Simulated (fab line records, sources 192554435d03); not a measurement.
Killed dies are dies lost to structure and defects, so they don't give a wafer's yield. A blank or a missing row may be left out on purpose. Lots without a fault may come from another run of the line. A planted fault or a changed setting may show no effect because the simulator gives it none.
Problem report in the 8D (eight disciplines) form, filled by code | flow n5_finfet | the parts of the form that need people (team, actions taken, sign-off) are left out

1. THE PROBLEM
run_length_s at N5_BEOL_M11_ETCH_41 reads a mean of 128.6 s on 3 wafers of 2 lots; wafers without a fault read 109.5 s with a standard deviation of 0.42. That is +45 standard deviations from the usual mean.
The step: etches SiCN in CH3F/O2, target depth 42.6 nm, time 86 s.
First seen on wafer L456.1, day 15 14:14, on rie_diel-03. The record holds 30 wafers of 10 lots with a number at this step. Rule for "out", or "out of limits": more than 4 standard deviations from the usual mean. The other wafers with a number count as sound.

2. WHAT IT IS AND WHAT IT IS NOT
question                    | is                     | is not
which readings at this step | run_length_s           | drypump_motor_current_A, oes_product_au, rf_vpp_V, showerhead_plenum_p_Torr, throttle_valve_pct
which lots                  | L456, L457             | L436, L438, L439, L440, L445, L446, L451, L458
which wafers of those lots  | L456.1, L456.4, L457.4 | L456.3, L457.2, L457.3
read on which tools         | rie_diel-03            | rie_diel-01, rie_diel-04
when                        | from day 15 14:14      | up to then (22 sound wafers); but 5 sound wafers of L457, L458 came after

3. SUSPECTS, AND WHAT RULES EACH OUT
Counting: a tool at a process step up to the reading stays a suspect if it ran every lot that is out. Sound lots after the first of them don't rule it out here, since some wafers of a struck lot are sound.
- rie_diel-03 at N5_BEOL_M11_STRIP_36 (strips in N2/H2): kept. It ran every lot that is out, first L456 (day 15 14:10); its last sound lot up to then is L445 (day 13 03:56).
- rie_diel-03 at N5_BEOL_M11_ETCH_41 (etches SiCN in CH3F/O2, target depth 42.6 nm, time 86 s): kept. It ran every lot that is out, first L456 (day 15 14:14); its last sound lot up to then is L445 (day 13 04:01). Its own readings are out on those wafers: run_length_s.
Left after counting: rie_diel-03 at N5_BEOL_M11_STRIP_36, rie_diel-03 at N5_BEOL_M11_ETCH_41.

4. THE CAUSE (what the simulator had put in)
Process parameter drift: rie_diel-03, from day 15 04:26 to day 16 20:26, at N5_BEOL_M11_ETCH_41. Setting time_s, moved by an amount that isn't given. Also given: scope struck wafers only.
Counting left 2 suspects, and this tool is among them.

5. THE CHAIN OF EFFECTS, in route order
Each row: a reading whose mean over the struck wafers that have a number lies more than 3 standard deviations from the usual. Only readings for which the record gives a usual standard deviation are gone through. hours: the time from each lot's start at the first step in this table that gives one to its start at this step, as a median over the lots. sigmas: the change in usual standard deviations.
hours | step                | reading      | usual   | on struck wafers | change | sigmas
0     | N5_BEOL_M11_ETCH_41 | run_length_s | 109.5 s | 128.6            | +19.1  | +45
The process steps in it:
- N5_BEOL_M11_ETCH_41: etches SiCN in CH3F/O2, target depth 42.6 nm, time 86 s.

6. WHAT WOULD HAVE CAUGHT IT SOONER
In this record the first reading out of limits was taken at day 15 14:14, 10 hours after the fault began at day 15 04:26.
